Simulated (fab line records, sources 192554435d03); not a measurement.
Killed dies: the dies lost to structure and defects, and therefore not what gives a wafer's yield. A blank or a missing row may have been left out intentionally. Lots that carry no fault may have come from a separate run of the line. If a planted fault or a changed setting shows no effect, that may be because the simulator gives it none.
What tool caused it?    flow n5-finfet    Sampling: 13 lots, 34 wafers, 2 of 1938 route steps

== WHAT THE GAUGES SHOWED, per wafer ==
N5_DUMMY_REMOVAL_INSPECT_06: inspects for defects (brightfield). Usual: raw-defect-count at 13, with a standard deviation of 6.8.
lot   measured     on                 raw-defect-count  flag
L153  day 3 21:44  defect-inspect-02  11 12 8           
L154  day 4 06:21  defect-inspect-01  15 14 6           
L157  day 5 00:34  defect-inspect-01  7 13 16           
L159  day 5 09:08  defect-inspect-01  13 8 8            
L161  day 5 22:40  defect-inspect-01  24 16             
L162  day 6 05:11  defect-inspect-01  13 9 22           
L164  day 6 18:03  defect-inspect-01  9 8               
L166  day 7 06:39  defect-inspect-01  9 12              
L171  day 8 12:59  defect-inspect-02  6 18 7            
L172  day 8 16:33  defect-inspect-01  19 27             
L174  day 9 05:40  defect-inspect-02  8 3 13            
L175  day 9 09:32  defect-inspect-02  3 9               
L176  day 9 17:57  defect-inspect-01  13 11 4           

N5_HKMG_FIN_CD_MEAS_49: the cd target is 202 nm. Usual: cd-nm at 202.0 nm, with a standard deviation of 0.78.
lot   measured     on         cd-nm (nm)         flag
L153  day 3 23:02  cd-sem-01  201.6 201.5 202.2  
L154  day 4 07:42  cd-sem-02  201.5 201.7 202.3  
L157  day 5 01:53  cd-sem-03  200.4 201.0 201.6  
L159  day 5 10:35  cd-sem-01  202.2 202.1 202.5  
L161  day 6 00:02  cd-sem-02  201.7 202.4        
L162  day 6 06:36  cd-sem-01  202.3 201.5 201.4  
L164  day 6 19:13  cd-sem-03  202.6 202.6        
L166  day 7 07:52  cd-sem-01  201.5 199.6        
L171  day 8 14:29  cd-sem-02  201.7 201.8 201.6  
L172  day 8 17:51  cd-sem-03  202.2 202.9        
L174  day 9 06:59  cd-sem-01  201.3 200.7 201.9  
L175  day 9 10:50  cd-sem-02  202.6 202.4        
L176  day 9 19:15  cd-sem-03  202.9 202.4 202.6  

== TOOL THAT RAN EACH LOT (tool first, then ch and the chambers of the sampled wafers, then the start) ==
The record shows no process step preceding these readings.

== AS READ BY THE TOOLS THEMSELVES (means over the sampled wafers that have a number; for cases with no such wafer, the mark the record gives instead) ==
The record holds no such reading with a usual standard deviation.

== THE ANSWER, worked out from the rows above alone ==
Rule: lot off if the mean of its wafers having a number is beyond 3 standard deviations from the usual mean. A lot without any number at a reading at which 4 lots or more have one is off too. Where the step has rows for the other lots, those lots are counted as sound. The gauges are gone through in route order, then the tools' own readings, and for those a lot's mean is taken as printed above. At the first step where some lot is off, the reading lying furthest off is the one used; lots without a number count as furthest.
No lot is off on any of the readings shown, so nothing can be concluded from this.

== WHAT WAS PUT IN BY THE SIMULATOR ==
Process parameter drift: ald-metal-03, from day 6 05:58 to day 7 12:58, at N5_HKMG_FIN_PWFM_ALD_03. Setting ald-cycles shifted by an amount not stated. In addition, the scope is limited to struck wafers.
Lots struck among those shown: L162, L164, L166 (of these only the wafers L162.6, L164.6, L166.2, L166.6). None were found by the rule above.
